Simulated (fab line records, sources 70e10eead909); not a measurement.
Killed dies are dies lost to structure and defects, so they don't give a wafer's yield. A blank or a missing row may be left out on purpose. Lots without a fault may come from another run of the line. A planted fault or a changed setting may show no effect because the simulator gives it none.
Chamber matching | flow nand_harc | NHARC_A_WL_FILL_CMP_12 on cmp-03: 4 sister chambers
The step polishes, t overpolish 30 s, target thk 100 nm. 18 wafers are shown with their chamber, then 9 later ones without.

WAFERS WITH THEIR CHAMBER
wafer  | chamber | motor_current_A (A) | overpolish_run_s (s) | slurry_filter_dp_kPa (kPa)
L078.1 | 2       | 12.3                | 30.001               | 13.57
L078.5 | 3       | 11.2                | 29.999               | 13.51
L078.6 | 2       | 12.7                | 30.007               | 13.38
L076.1 | 1       | 10.6                | 30.005               | 13.40
L076.2 | 0       | 12.0                | 29.991               | 13.35
L076.4 | 3       | 11.2                | 29.995               | 13.51
L084.4 | 2       | 12.7                | 29.999               | 13.52
L084.5 | 2       | 12.2                | 30.009               | 13.64
L084.6 | 3       | 11.3                | 30.004               | 13.49
L087.1 | 2       | 12.2                | 30.000               | 13.29
L087.2 | 3       | 11.1                | 29.995               | 13.45
L087.5 | 0       | 11.8                | 29.985               | 13.46
L088.3 | 2       | 13.0                | 30.007               | 13.52
L088.4 | 0       | 12.3                | 30.006               | 13.46
L088.6 | 2       | 12.3                | 29.991               | 13.37
L090.3 | 1       | 10.2                | 29.989               | 13.55
L090.4 | 2       | 13.2                | 30.003               | 13.29
L090.5 | 3       | 11.4                | 29.999               | 13.58

SIGNATURES (means of the wafers above)
reading              | chamber 0 | chamber 1 | chamber 2 | chamber 3 | scatter within a chamber
motor_current_A      | 12.033    | 10.400    | 12.575    | 11.240    | 0.304
overpolish_run_s     | 29.99400  | 29.99700  | 30.00212  | 29.99840  | 0.00682
slurry_filter_dp_kPa | 13.4233   | 13.4750   | 13.4475   | 13.5080   | 0.104
Rule: a wafer's distance from a chamber is the root of the sum, over the readings, of the square of ((its reading less the chamber's mean) divided by the reading's scatter). The wafer belongs to the nearest chamber; if the next one is less than 2 further off, it can't be placed. The scatter: the root of (the sum of the squares of (reading less its chamber's mean) over the shown wafers, divided by (wafers less chambers)).

WAFERS WITHOUT THEIR CHAMBER
wafer  | motor_current_A (A) | overpolish_run_s (s) | slurry_filter_dp_kPa (kPa)
L093.1 | 10.8                | 30.004               | 13.35
L093.2 | 12.6                | 30.012               | 13.90
L093.6 | 11.5                | 29.996               | 13.78
L095.2 | 11.2                | 29.989               | 13.73
L095.3 | 11.4                | 30.001               | 13.60
L095.4 | 13.2                | 29.994               | 13.44
L097.1 | 11.6                | 30.000               | 13.62
L097.5 | 11.3                | 30.007               | 13.44
L097.6 | 12.7                | 30.000               | 13.40

WHICH CHAMBER EACH WENT THROUGH
wafer  | from the rows above          | in truth
L093.1 | can't be placed: 1 or 3      | 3
L093.2 | can't be placed: 2 or 0 or 3 | 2
L093.6 | can't be placed: 3 or 0 or 1 | 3
L095.2 | can't be placed: 3 or 1 or 0 | 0
L095.3 | can't be placed: 3 or 0      | 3
L095.4 | can't be placed: 2 or 0      | 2
L097.1 | can't be placed: 3 or 0      | 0
L097.5 | can't be placed: 3 or 0 or 1 | 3
L097.6 | can't be placed: 2 or 0      | 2
Placed correctly: 0 of 9. Can't be placed from these rows: 9 (the true chamber is among the candidates in 9). Placed wrongly: 0.
